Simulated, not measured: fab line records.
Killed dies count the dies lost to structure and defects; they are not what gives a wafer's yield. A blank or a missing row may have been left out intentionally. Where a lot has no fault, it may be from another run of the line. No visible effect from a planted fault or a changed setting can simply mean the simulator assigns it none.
fab line records	flow n5-finfet
[record] lots = 9	wafers = 27	last-day = 21
route steps=1938 shown WELL_APT@24 PMOS_HMC_CHANNEL_EPI@74 FIN_SAQP@94 BEOL_M4@1111 PASSIVATION@1936
lots with no fault: from the same line, run without faults
start-h: start of the lot's first displayed wafer, in hours after the record's first day	wait-h: hours elapsed since this lot's preceding step	" unchanged from the row above	L1.1+2: one row covering several wafers at once	- no value present, or no start provided	* or withheld: withheld	< > ~ a bound
route shown NAME@n: names a module that has steps shown in the file, with the first one's number in the route	usual: mean and standard deviation over wafers with no fault	same: alike in all rows	chamber/n: place in a boat	sites: readings site by site	_std_site: standard deviation of those values	_edge_site: outer sites' mean less inner sites'	radius-mm: how far each site lies from the wafer's centre	mask NAME#n: copy n	behind: the most recent tool/chamber to have shaped the wafer	hold: what put the lot on hold/how long, in hours/how the hold closed	device: names the non-switching transistor (n, p or np)	end of line: the same wafers' tests at the end of the route	a step without rows: its recipe alone	killed: at the first sort, the dies lost to defects and structure; wafer yield is something else	map: the dies of a wafer, with x for killed, . for not killed, _ for no die there
set.NAME: the run value of the setting; set.NAME@STEP: its run value at that earlier step	model.NAME: the simulator's own value behind a step, which no gauge read
one table for each step of the route and one row for each wafer, over a sample of lots
services: the hour from which a tool's chamber was out of use, counted from the record's first day as start-h (under 0 if before that day), plus the number of hours and why
[[steps]]
[step N5_WELL_APT_EXPOSE_05]
[recipe] mask-id = NWELL	na = 0.8	source-shape = conventional	sigma-outer = 0.8	polarization = unpolarized	defocus-nm = 0	target-cd-nm = 200	dose-mj = 20.3
[usual] exposure-dose-mJ-cm2 = 20.294/0.02	focus-offset-nm = -0.1/0.48	sigma-outer = 0.8/0
lot.wafer	tool	chamber	start-h	wait-h	mask	exposure-dose-mJ-cm2	focus-offset-nm	sigma-outer
L528.4	krf-scanner-01	0	43.84	-	NWELL#0	20.324	-0.5	0.8
L528.5	"	0	"	"	NWELL#0	20.298	-0.4	0.8
L528.6	"	0	"	"	NWELL#0	20.285	-0.3	0.8
L529.2	krf-scanner-02	0	49.83	-	NWELL#0	20.291	-0.7	0.8
L529.4	"	0	"	"	NWELL#0	20.284	-0.6	0.8
L529.5	"	0	"	"	NWELL#0	20.274	-0.7	0.8
L533.1	krf-scanner-02	-	73.63	-	NWELL#0	-	-	-
L533.4	"	-	"	"	NWELL#0	-	-	-
L533.5	"	-	"	"	NWELL#0	-	-	-
L534.2	krf-scanner-01	-	79.52	-	NWELL#0	-	-	-
L534.3	"	-	"	"	NWELL#0	-	-	-
L534.4	"	-	"	"	NWELL#0	-	-	-
L535.2	krf-scanner-01	-	85.39	-	NWELL#0	-	-	-
L535.3	"	-	"	"	NWELL#0	-	-	-
L535.4	"	-	"	"	NWELL#0	-	-	-
L541.2	krf-scanner-02	0	121.64	-	NWELL#0	20.292	-0.5	0.8
L541.3	"	0	"	"	NWELL#0	20.290	-0.5	0.8
L541.5	"	0	"	"	NWELL#0	20.303	-0.3	0.8
L542.2	krf-scanner-01	0	128.12	-	NWELL#0	20.284	0.0	0.8
L542.3	"	0	"	"	NWELL#0	20.261	0.1	0.8
L542.6	"	0	"	"	NWELL#0	20.277	0.2	0.8
L544.1	krf-scanner-02	0	139.51	-	NWELL#0	20.300	0.9	0.8
L544.2	"	0	"	"	NWELL#0	20.300	-0.2	0.8
L544.6	"	0	"	"	NWELL#0	20.318	0.0	0.8
L545.1	krf-scanner-02	0	145.45	-	NWELL#0	20.312	0.3	0.8
L545.2	"	0	"	"	NWELL#0	20.305	0.0	0.8
L545.5	"	0	"	"	NWELL#0	20.325	-0.2	0.8
[step N5_WELL_APT_CD_MEAS_08]
[recipe] target-cd-nm = 200	landing-energy-ev = 500	detector = se-inlens
[usual] cd-nm = 199.6/2.3
lot.wafer	tool	chamber	start-h	wait-h	cd-nm
L528.4	cd-sem-02	0	44.00	-	201.9
L528.5	"	0	"	"	204.7
L528.6	"	0	"	"	198.7
L529.2	cd-sem-02	0	50.00	-	200.5
L529.4	"	0	"	"	199.5
L529.5	"	0	"	"	198.1
L533.1	cd-sem-02	0	73.81	-	-
L533.4	"	0	"	"	-
L533.5	"	0	"	"	-
L534.2	cd-sem-02	0	79.69	-	-
L534.3	"	0	"	"	-
L534.4	"	0	"	"	-
L535.2	cd-sem-02	0	85.56	-	-
L535.3	"	0	"	"	-
L535.4	"	0	"	"	-
L541.2	cd-sem-01	0	121.81	-	198.5
L541.3	"	0	"	"	199.7
L541.5	"	0	"	"	202.1
L542.2	cd-sem-02	0	128.29	-	199.7
L542.3	"	0	"	"	200.6
L542.6	"	0	"	"	199.5
L544.1	cd-sem-01	0	139.68	-	202.7
L544.2	"	0	"	"	201.0
L544.6	"	0	"	"	201.3
L545.1	cd-sem-01	0	145.62	-	199.9
L545.2	"	0	"	"	197.4
L545.5	"	0	"	"	200.9
[step N5_PMOS_HMC_CHANNEL_EPI_FIN_RECESS_16]
[recipe] chemistry = HBr/Cl2	target = Si	mask-material = SiO2	target-depth-a = 540	time-s = 18	pressure-mtorr = 10	icp-w = 800	bias-w = 75	HBr_flow_sccm = 150	Cl2_flow_sccm = 80
[usual] drypump-motor-current-A = 5.8/0.52	oes-product-au = 0.994/0.02	rf-fwd-power-W = 796.2/2.8	throttle-valve-pct = 35.57/0.29
lot.wafer	tool	chamber	start-h	wait-h	drypump-motor-current-A	oes-product-au	rf-fwd-power-W	rf-hours-counter-h	throttle-valve-pct
L528.4	rie-si-05	1	48.00	0.0	5.0	0.956	796.0	30	35.27
L528.5	"	0	"	"	5.0	0.959	789.9	-	35.58
L528.6	"	3	"	"	5.4	1.015	797.1	-	35.74
L529.2	rie-si-04	3	54.17	0.0	5.3	0.998	796.1	146	35.51
L529.4	"	1	"	"	5.3	1.002	798.8	193	35.57
L529.5	"	3	"	"	5.3	1.004	799.7	-	35.50
L541.2	rie-si-02	2	125.78	0.0	6.1	1.016	800.7	0	35.40
L541.3	"	1	"	"	6.1	1.016	794.3	146	35.95
L541.5	"	3	"	"	6.7	0.981	793.7	-	35.00
L542.2	rie-si-05	0	132.27	0.0	5.0	0.959	790.7	194	35.57
L542.3	"	3	"	"	5.4	1.008	797.9	77	35.77
L542.6	"	3	"	"	5.4	1.011	799.5	-	35.76
L544.1	rie-si-02	3	144.11	0.0	6.7	0.985	794.7	32	34.98
L544.2	"	2	"	"	6.1	1.027	793.7	1	35.40
L544.6	"	3	"	"	6.6	0.992	797.3	-	34.98
L545.1	rie-si-02	0	149.59	0.0	6.0	0.991	797.3	181	35.56
L545.2	"	1	"	"	6.1	1.020	794.1	146	35.93
L545.5	"	3	"	"	6.6	0.991	797.7	-	34.99
[step N5_FIN_SAQP_ALD_61]
[recipe] material = SiO2	target-thk-a = 40	temp-c = 300	ald-precursor-family = BDEAS	ald-co-reactant = O2-plasma	pulse-time-s = 1	purge-time-s = 2	co-reactant-purge-time-s = 2	ald-cycles = 43	pressure-torr = 2
[usual] heater-power-w = 472/53	precursor-pulse-height-rel = 1.003/0.021
lot.wafer	tool	chamber	start-h	wait-h	heater-power-w	precursor-pulse-height-rel
L528.4	ald-sin-02	3	50.55	0.0	464	0.992
L528.5	"	1	"	"	461	1.007
L528.6	"	2	"	"	428	1.031
L529.2	ald-sin-03	0	56.58	0.0	540	1.028
L529.4	"	3	"	"	522	1.031
L529.5	"	0	"	"	522	1.036
L541.2	ald-sin-02	3	128.63	0.0	455	0.968
L541.3	"	0	"	"	344	0.990
L541.5	"	3	"	"	457	1.020
L542.2	ald-sin-02	3	134.87	0.0	439	1.024
L542.3	"	1	"	"	424	0.994
L542.6	"	3	"	"	447	0.998
L544.1	ald-sin-02	2	146.99	0.0	431	1.005
L544.2	"	1	"	"	419	1.003
L544.6	"	3	"	"	454	0.990
L545.1	ald-sin-02	0	152.01	0.0	353	1.000
L545.2	"	2	"	"	442	0.974
L545.5	"	1	"	"	412	0.968
[step N5_FIN_SAQP_DESCUM_21]
[recipe] chemistry = O2	time-s = 7.9	source-power-w = 50	bias-power-w = 20	pressure-mtorr = 20	rf-frequency-hz = 2.712e+07	temp-c = 40	resist = CAR-ArF	o2-flow-sccm = 225
[usual] drypump-motor-current-A = 5.67/0.19	oes-product-au = 0.77/0.073	rf-fwd-power-W = 49.49/0.22	rf-vpp-V = 243.4/1.4	showerhead-plenum-p-Torr = 2.10/0.065	throttle-valve-pct = 20.48/0.27
lot.wafer	tool	chamber	start-h	wait-h	drypump-motor-current-A	oes-product-au	rf-fwd-power-W	rf-hours-counter-h	rf-vpp-V	showerhead-plenum-p-Torr	throttle-valve-pct
L528.4	rie-diel-01	2	51.84	0.0	5.64	0.79	49.66	118	244.9	2.10	20.72
L528.5	"	1	"	"	5.54	0.93	49.42	-	244.3	2.20	20.23
L528.6	"	0	"	"	5.76	0.87	49.46	-	241.2	2.03	20.21
L529.2	rie-diel-01	1	57.87	0.0	5.57	0.91	49.68	26	245.5	2.19	20.22
L529.4	"	1	"	"	5.54	0.91	49.77	-	244.9	2.19	20.23
L529.5	"	2	"	"	5.63	0.77	49.61	-	244.9	2.10	20.73
L541.2	rie-diel-01	0	130.51	0.0	5.75	0.85	49.21	69	243.0	2.02	20.24
L541.3	"	2	"	"	5.64	0.75	49.76	141	242.6	2.09	20.74
L541.5	"	3	"	"	5.88	0.68	49.16	-	242.5	2.04	20.22
L542.2	rie-diel-01	1	136.04	0.0	5.57	0.87	49.72	47	245.4	2.19	20.27
L542.3	"	3	"	"	5.86	0.68	49.62	228	242.8	2.04	20.19
L542.6	"	1	"	"	5.57	0.87	49.65	-	245.3	2.19	20.27
L544.1	rie-diel-03	2	148.40	0.1	5.95	0.76	49.54	157	244.7	2.16	20.39
L544.2	"	0	"	"	5.51	0.70	49.56	188	243.2	2.09	20.55
L544.6	"	2	"	"	5.97	0.75	49.70	-	245.5	2.17	20.38
L545.1	rie-diel-03	2	153.27	0.0	5.96	0.75	49.32	158	243.2	2.17	20.38
L545.2	"	0	"	"	5.52	0.70	49.42	189	242.5	2.09	20.56
L545.5	"	0	"	"	5.51	0.70	49.37	-	241.8	2.09	20.58
[step N5_BEOL_M4_RC_MEAS_101]
[usual] DIBL_N = 36.1/2.3	DIBL_P = 36/3.2	IOFF_N = 0.16/0.045	IOFF_P = 0.21/0.049	ION_N = 674/14	ION_P = 462/8.4	SS_N = 71.6/0.83	SS_P = 73.2/0.87	VT_N = 249/3.8	VT_P = -250/3.4
lot.wafer	tool	chamber	start-h	wait-h	DIBL_N[mV/V]	DIBL_P[mV/V]	IOFF_N[nA/um]	IOFF_P[nA/um]	ION_N[uA/um]	ION_P[uA/um]	SS_N[mV/dec]	SS_P[mV/dec]	VT_N[mV]	VT_P[mV]
L529.2	prober-02	0	277.70	0.2	35.9	36	0.16	0.18	671	449	71.5	74.0	248	-250
L529.4	"	0	"	"	31.9	31	0.10	0.13	663	451	69.7	72.0	252	-256
L529.5	"	0	"	"	35.3	34	0.16	0.17	670	453	70.8	72.7	246	-255
L528.4	prober-02	0	289.33	0.5	37.0	38	0.19	0.25	671	455	72.0	73.9	246	-247
L528.5	"	0	"	"	38.4	39	0.20	0.25	679	465	72.7	74.4	249	-249
L528.6	"	0	"	"	36.7	37	0.19	0.23	683	464	72.6	73.6	250	-249
L541.2	prober-02	0	355.66	0.2	36.0	35	0.16	0.22	669	460	71.3	72.8	248	-247
L541.3	"	0	"	"	34.3	33	0.15	0.20	670	459	71.2	72.3	248	-248
L541.5	"	0	"	"	38.8	39	0.24	0.29	688	464	72.0	73.4	243	-247
L545.1	prober-02	0	364.44	0.0	39.9	39	0.22	0.24	707	474	72.3	74.2	244	-250
L545.2	"	0	"	"	36.0	34	0.14	0.17	661	450	70.8	73.0	250	-252
L545.5	"	0	"	"	35.4	33	0.13	0.17	670	460	70.4	72.0	251	-248
L542.2	prober-01	0	388.49	0.2	35.1	37	0.15	0.23	659	460	71.3	73.8	250	-250
L542.3	"	0	"	"	36.6	38	0.19	0.23	682	457	72.4	73.2	248	-250
L542.6	"	0	"	"	35.3	37	0.15	0.21	665	454	71.9	73.4	252	-250
L544.1	prober-02	0	388.83	0.0	40.9	44	0.28	0.38	686	469	73.0	75.4	241	-241
L544.2	"	0	"	"	40.3	43	0.30	0.36	695	472	72.4	74.8	239	-240
L544.6	"	0	"	"	39.2	41	0.26	0.31	685	464	72.8	75.0	243	-243
[step N5_PASSIVATION_PROBE_49]
[usual] defect-limited-yield = 90.9/1.6	killed_at_M0_to_M3 = 37/11	killed_at_M4_up = 15/5.6	killed-at-contacts = 13/6.4	killed-at-front-end = 39/11	killed-at-other = 4/3.1	killed-dies = 107/19	killed-on-rim = 14/4.3	killed-open = 71/14	killed-short = 34/7.8	sort_bin_4_leakage = 0.01/0.053	sort_bin_5_function = 5.3/1	sort_bin_6_memory = 3.4/0.72	sort-n-pass = 1072/20	sort-yield-pct = 90.9/1.7
[same] gross-dies = 1180	killed-at-back-side = 0	sort_bin_8_speed[%] = 0
lot.wafer	tool	chamber	start-h	wait-h	defect-limited-yield[%]	killed_at_M0_to_M3	killed_at_M4_up	killed-at-contacts	killed-at-front-end	killed-at-other	killed-dies	killed-on-rim	killed-open	killed-short	sort_bin_4_leakage[%]	sort_bin_5_function[%]	sort_bin_6_memory[%]	sort-n-pass	sort-yield-pct[%]
L529.2	prober-02	-	395.33	0.1	92.5	35	18	17	17	2	89	12	65	21	0	4.4	3.0	1091	92.5
L529.4	prober-02	-	395.43	0.2	91.4	33	29	15	25	0	102	16	66	33	0	5.4	2.7	1078	91.4
L529.5	prober-02	-	395.48	0.2	92.7	43	12	4	19	8	86	12	58	26	0	3.9	2.9	1094	92.7
L535.2	prober-02	-	429.19	0.1	0	13	26	19	1117	5	1180	152	73	26	0	96.0	3.7	0	0
L535.3	prober-02	-	429.24	0.1	0	25	9	10	1135	1	1180	152	62	23	0	97.1	2.6	0	0
L535.4	prober-02	-	429.29	0.2	0	34	32	13	1099	2	1180	152	95	37	0	96.0	3.6	0	0
L533.1	prober-01	-	435.53	0.0	0	55	12	16	1091	6	1180	152	83	49	0	95.3	4.2	0	0
L533.4	prober-01	-	435.68	0.2	0	32	14	9	1118	7	1180	152	62	39	0	96.5	3.2	0	0
L533.5	prober-01	-	435.73	0.2	0	32	19	12	1116	1	1180	152	78	31	0	96.5	3.1	0	0
L534.2	prober-01	-	450.60	0.1	0	26	17	8	1127	2	1180	152	78	33	0	95.9	4.0	0	0
L534.3	prober-01	-	450.65	0.1	0	32	20	11	1110	7	1180	152	83	41	0	95.3	4.0	0	0
L534.4	prober-01	-	450.70	0.2	0	39	15	19	1098	9	1180	152	85	46	0	94.9	4.9	0	0
L541.2	prober-02	-	491.57	0.1	91.0	26	17	9	51	3	106	17	64	40	0	5.3	3.4	1074	91.0
L541.3	prober-02	-	491.62	0.1	89.7	29	25	14	52	1	121	17	81	35	0	5.8	4.2	1059	89.7
L541.5	prober-02	-	491.72	0.2	91.4	36	15	11	37	3	102	12	68	33	0	5.3	3.2	1078	91.4
L542.2	prober-02	-	494.88	0.1	85.6	67	14	36	47	6	170	23	121	48	0	9.0	4.8	1010	85.6
L542.3	prober-02	-	494.93	0.1	89.7	40	21	15	44	2	122	17	80	42	0	6.2	4.0	1058	89.7
L542.6	prober-02	-	495.08	0.3	90.4	39	21	22	30	1	113	17	83	30	0	6.3	3.0	1067	90.4
// killed by level:class
L529.2 MOL_CONTACT_COAG:geometric-particle:open=14 BEOL_M2:geometric-particle:open=13 BEOL_M4:geometric-particle:open=9 STI_FIN_REVEAL:geometric-particle:open=5 BEOL_M3:geometric-particle:open=5 FIN_SAQP:geometric-particle:open=3 GATE_CUT:geometric-particle:short=3 MOL_CONTACT_COAG:geometric-particle:short=3
L529.4 BEOL_M4:geometric-particle:open=16 MOL_CONTACT_COAG:geometric-particle:open=13 BEOL_M1:geometric-particle:open=10 FIN_SAQP:geometric-particle:short=9 BEOL_M0_SAQP:geometric-particle:short=5 FIN_SAQP:geometric-particle:open=4 BEOL_M0:geometric-particle:short=4 BEOL_M4:geometric-particle:short=4
L529.5 BEOL_M1:geometric-particle:open=12 BEOL_M2:geometric-particle:open=8 BEOL_M0_SAQP:geometric-particle:open=5 BEOL_M0_SAQP:geometric-particle:short=5 BEOL_M0:geometric-particle:open=4 FIN_SAQP:geometric-particle:open=3 ILD0:geometric-particle:open=3 MOL_CONTACT_COAG:geometric-particle:open=3
L535.2 WELL_APT:area-expose=1079 FIN_SAQP:geometric-particle:open=18 MOL_CONTACT_COAG:geometric-particle:open=16 BEOL_M4:geometric-particle:open=16 FIN_SAQP:geometric-particle:short=9 STI_FIN_REVEAL:geometric-particle:open=4 MOL_CONTACT_COAG:geometric-particle:short=3 SD_EPI_N:coat-microbubble-printed=2
L535.3 WELL_APT:area-expose=1092 FIN_SAQP:geometric-particle:open=14 MOL_CONTACT_COAG:geometric-particle:open=10 BEOL_M3:geometric-particle:open=10 STI_FIN_REVEAL:geometric-particle:open=9 GATE_CUT:geometric-particle:short=7 FIN_SAQP:geometric-particle:short=4 BEOL_M4:geometric-particle:open=4
L535.4 WELL_APT:area-expose=1047 BEOL_M4:geometric-particle:open=19 FIN_SAQP:geometric-particle:open=17 MOL_CONTACT_COAG:geometric-particle:open=13 BEOL_M3:geometric-particle:open=11 FIN_SAQP:geometric-particle:short=8 STI_FIN_REVEAL:geometric-particle:open=8 BEOL_M2:geometric-particle:open=7
L533.1 WELL_APT:area-expose=1048 MOL_CONTACT_COAG:geometric-particle:open=14 BEOL_M2:geometric-particle:open=14 FIN_SAQP:geometric-particle:short=13 BEOL_M3:geometric-particle:open=11 FIN_SAQP:geometric-particle:open=10 BEOL_M0_SAQP:geometric-particle:short=8 BEOL_M0_SAQP:geometric-particle:open=8
L533.4 WELL_APT:area-expose=1077 FIN_SAQP:geometric-particle:short=15 MOL_CONTACT_COAG:geometric-particle:open=8 BEOL_M0_SAQP:geometric-particle:open=8 BEOL_M2:geometric-particle:open=8 FIN_SAQP:geometric-particle:open=6 BEOL_M0:geometric-particle:short=5 BEOL_M4:geometric-particle:open=5
L533.5 WELL_APT:area-expose=1071 STI_FIN_REVEAL:geometric-particle:open=19 BEOL_M2:geometric-particle:open=18 FIN_SAQP:geometric-particle:short=10 MOL_CONTACT_COAG:geometric-particle:open=10 BEOL_M4:geometric-particle:open=9 BEOL_M0_SAQP:geometric-particle:short=5 FIN_SAQP:geometric-particle:open=4
L534.2 WELL_APT:area-expose=1068 STI_FIN_REVEAL:geometric-particle:open=25 FIN_SAQP:geometric-particle:short=9 BEOL_M0_SAQP:geometric-particle:open=9 BEOL_M4:geometric-particle:open=9 BEOL_M0_SAQP:geometric-particle:short=8 FIN_SAQP:geometric-particle:open=6 MOL_CONTACT_COAG:geometric-particle:open=5
L534.3 WELL_APT:area-expose=1056 STI_FIN_REVEAL:geometric-particle:open=19 BEOL_M4:geometric-particle:open=13 BEOL_M0_SAQP:geometric-particle:short=10 BEOL_M0_SAQP:geometric-particle:open=9 STI_FIN_REVEAL:geometric-particle:short=7 MOL_CONTACT_COAG:geometric-particle:open=7 FIN_SAQP:geometric-particle:open=5
L534.4 WELL_APT:area-expose=1049 STI_FIN_REVEAL:geometric-particle:open=15 MOL_CONTACT_COAG:geometric-particle:open=15 FIN_SAQP:geometric-particle:open=12 FIN_SAQP:geometric-particle:short=10 BEOL_M0_SAQP:geometric-particle:open=10 BEOL_M0_SAQP:geometric-particle:short=9 BEOL_M4:geometric-particle:open=9
L541.2 FIN_SAQP:geometric-particle:short=12 FIN_SAQP:geometric-particle:open=11 BEOL_M4:geometric-particle:open=10 STI_FIN_REVEAL:geometric-particle:open=9 MOL_CONTACT_COAG:geometric-particle:open=9 BEOL_M1:geometric-particle:open=6 STI_FIN_REVEAL:geometric-particle:short=5 BEOL_M0:geometric-particle:open=4
L541.3 STI_FIN_REVEAL:geometric-particle:open=15 MOL_CONTACT_COAG:geometric-particle:open=10 BEOL_M4:geometric-particle:open=10 FIN_SAQP:geometric-particle:short=9 FIN_SAQP:geometric-particle:open=8 BEOL_M1:geometric-particle:open=7 BEOL_M0_SAQP:geometric-particle:short=5 BEOL_M5:geometric-particle:short=5
L541.5 STI_FIN_REVEAL:geometric-particle:open=11 BEOL_M0_SAQP:geometric-particle:open=11 BEOL_M0_SAQP:geometric-particle:short=8 FIN_SAQP:geometric-particle:open=7 MOL_CONTACT_COAG:geometric-particle:open=6 FIN_SAQP:geometric-particle:short=5 DUMMY_GATE:geometric-particle:open=5 MOL_CONTACT_COAG:geometric-particle:short=5
L542.2 MOL_CONTACT_COAG:geometric-particle:open=31 BEOL_M0_SAQP:geometric-particle:open=16 BEOL_M0_SAQP:geometric-particle:short=14 BEOL_M1:geometric-particle:open=13 BEOL_M2:geometric-particle:open=13 DUMMY_GATE:geometric-particle:open=9 FIN_SAQP:geometric-particle:short=8 STI_FIN_REVEAL:geometric-particle:open=8
L542.3 BEOL_M0_SAQP:geometric-particle:short=13 MOL_CONTACT_COAG:geometric-particle:open=13 BEOL_M0_SAQP:geometric-particle:open=13 GATE_CUT:geometric-particle:short=10 FIN_SAQP:geometric-particle:open=8 STI_FIN_REVEAL:geometric-particle:open=8 BEOL_M4:geometric-particle:open=8 BEOL_M2:geometric-particle:open=5
L542.6 MOL_CONTACT_COAG:geometric-particle:open=18 BEOL_M0_SAQP:geometric-particle:open=12 BEOL_M4:geometric-particle:open=11 FIN_SAQP:geometric-particle:open=9 DUMMY_GATE:geometric-particle:open=9 BEOL_M0_SAQP:geometric-particle:short=8 BEOL_M1:geometric-particle:short=5 BEOL_M2:geometric-particle:open=5
[[services]]
tool	chamber	start-h	hours	kind
krf-scanner-02	-	21.83	0.8	repair
krf-scanner-01	-	32.54	1.3	pm
rie-diel-01	-	34.96	2.1	repair
krf-scanner-01	-	44.33	2.6	repair
rie-diel-01	0	54.23	13.5	repair
rie-diel-03	0	56.45	17.9	repair
rie-si-02	2	58.98	4.3	repair
ald-sin-02	0	59.77	3.7	repair
krf-scanner-02	-	64.90	1.3	pm
rie-si-05	-	66.79	14.3	repair
rie-si-02	-	69.10	0.4	repair
rie-diel-03	3	73.73	36.7	repair
krf-scanner-02	-	77.76	7.2	pm
ald-sin-03	3	78.05	2.7	repair
ald-sin-02	-	81.95	0.8	pm
krf-scanner-02	-	84.96	1.0	pm
ald-sin-02	-	85.87	14.0	pm
rie-si-04	1	86.45	8.8	repair
krf-scanner-02	-	91.25	0.6	repair
krf-scanner-02	-	100.55	0.8	pm
rie-diel-01	-	114.20	2.8	pm
rie-diel-03	2	115.16	18.1	repair
rie-si-05	0	141.82	21.8	repair
krf-scanner-01	-	144.77	0.8	pm
[[key]]
[first-sign] step = N5_WELL_APT_EXPOSE_05	reading = tool-record	direction = missing
[effect] step = N5_WELL_APT_CD_MEAS_08	reading = cd-nm	direction = missing
[effect] step = N5_PASSIVATION_PROBE_49	reading = killed-at-front-end	direction = up	sigmas = 96	usual = 39	struck = 1112
[more-kills-born-at] N5_WELL_APT_EXPOSE_05@krf-scanner-01 = 6391	N5_WELL_APT_EXPOSE_05@krf-scanner-02 = 3196
met-at N5_WELL_APT_EXPOSE_05
struck-lots L533,L534,L535
later-rows-left-out L533.1,L533.4,L533.5,L534.2,L534.3,L534.4,L535.2,L535.3,L535.4
not-acting-at N5_PMOS_HMC_CHANNEL_EPI_FIN_RECESS_16,N5_FIN_SAQP_ALD_61,N5_FIN_SAQP_DESCUM_21
onset-between 49.83 73.63
[fault] kind = skipped-step-whole	tool = krf-scanner-01,krf-scanner-02	chamber = -	onset-h = 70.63	steps = N5_WELL_APT_EXPOSE_05	scope = struck-lots-only
// later-rows-left-out: the simulator's readings of these wafers behind a module that went badly wrong aren't trusted and aren't shown, but for the sort
